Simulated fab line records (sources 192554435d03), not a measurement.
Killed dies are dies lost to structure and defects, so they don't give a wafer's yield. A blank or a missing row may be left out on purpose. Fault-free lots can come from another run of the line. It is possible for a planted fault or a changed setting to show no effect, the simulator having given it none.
Chamber matching + flow n5_finfet + rie_diel-01 running N5_BEOL_M11_STRIP_67: 4 sister chambers
The step strips in CF4. 14 wafers are shown with their chamber, then 7 later ones without.

== EACH WAFER AND ITS CHAMBER ==
| wafer  | chamber | showerhead_plenum_p_Torr (Torr) | drypump_motor_current_A (A) | oes_product_au (a.u.) |
|--------|---------|---------------------------------|-----------------------------|-----------------------|
| L075.3 | 3       | 1.73                            | 5.7                         | 0.76                  |
| L075.4 | 1       | 1.71                            | 5.9                         | 0.71                  |
| L075.6 | 3       | 1.73                            | 5.7                         | 0.75                  |
| L078.1 | 3       | 1.72                            | 5.7                         | 0.75                  |
| L078.2 | 1       | 1.71                            | 5.9                         | 0.71                  |
| L078.6 | 3       | 1.72                            | 5.7                         | 0.75                  |
| L077.2 | 0       | 1.83                            | 5.8                         | 0.82                  |
| L077.3 | 3       | 1.72                            | 5.7                         | 0.75                  |
| L077.5 | 2       | 1.85                            | 6.3                         | 0.71                  |
| L086.2 | 3       | 1.72                            | 5.7                         | 0.74                  |
| L086.4 | 0       | 1.83                            | 5.8                         | 0.81                  |
| L086.5 | 1       | 1.71                            | 5.9                         | 0.70                  |
| L089.3 | 3       | 1.72                            | 5.7                         | 0.73                  |
| L089.4 | 2       | 1.84                            | 6.4                         | 0.70                  |

SIGNATURES, as means of the wafers listed above
| reading                  | chamber 0 | chamber 1 | chamber 2 | chamber 3 | scatter within a chamber |
|--------------------------|-----------|-----------|-----------|-----------|--------------------------|
| showerhead_plenum_p_Torr | 1.8300    | 1.7100    | 1.8450    | 1.7229    | 0.00439                  |
| drypump_motor_current_A  | 5.800     | 5.900     | 6.350     | 5.700     | 0.0224                   |
| oes_product_au           | 0.8150    | 0.7067    | 0.7050    | 0.7471    | 0.00842                  |
Rule: a wafer lies at a distance from a chamber equal to the root of the sum of squares, over the readings, of (its reading less the chamber's mean, divided by the reading's scatter). If the next closest chamber is less than 2 further off than the closest, the wafer can't be placed; otherwise it belongs to the closest. The scatter is the square root of a quotient: the sum, over the shown wafers, of each reading's squared deviation from its chamber's mean, divided by wafers minus chambers.

== WAFERS WITH NO CHAMBER GIVEN ==
| wafer  | showerhead_plenum_p_Torr (Torr) | drypump_motor_current_A (A) | oes_product_au (a.u.) |
|--------|---------------------------------|-----------------------------|-----------------------|
| L089.5 | 1.84                            | 6.4                         | 0.69                  |
| L091.2 | 1.82                            | 5.8                         | 0.80                  |
| L091.4 | 1.84                            | 6.4                         | 0.70                  |
| L091.5 | 1.84                            | 6.3                         | 0.70                  |
| L096.1 | 1.72                            | 5.7                         | 0.73                  |
| L096.2 | 1.84                            | 6.3                         | 0.69                  |
| L096.5 | 1.70                            | 5.9                         | 0.69                  |

== WHICH CHAMBER EACH WENT THROUGH ==
| wafer  | from the rows above | in truth |
|--------|---------------------|----------|
| L089.5 | 2                   | 2        |
| L091.2 | 0                   | 0        |
| L091.4 | 2                   | 2        |
| L091.5 | 2                   | 2        |
| L096.1 | 3                   | 3        |
| L096.2 | 2                   | 2        |
| L096.5 | 1                   | 1        |
Correct placement for 7 of the 7. Can't be placed from these rows: 0. Placed wrongly: 0.
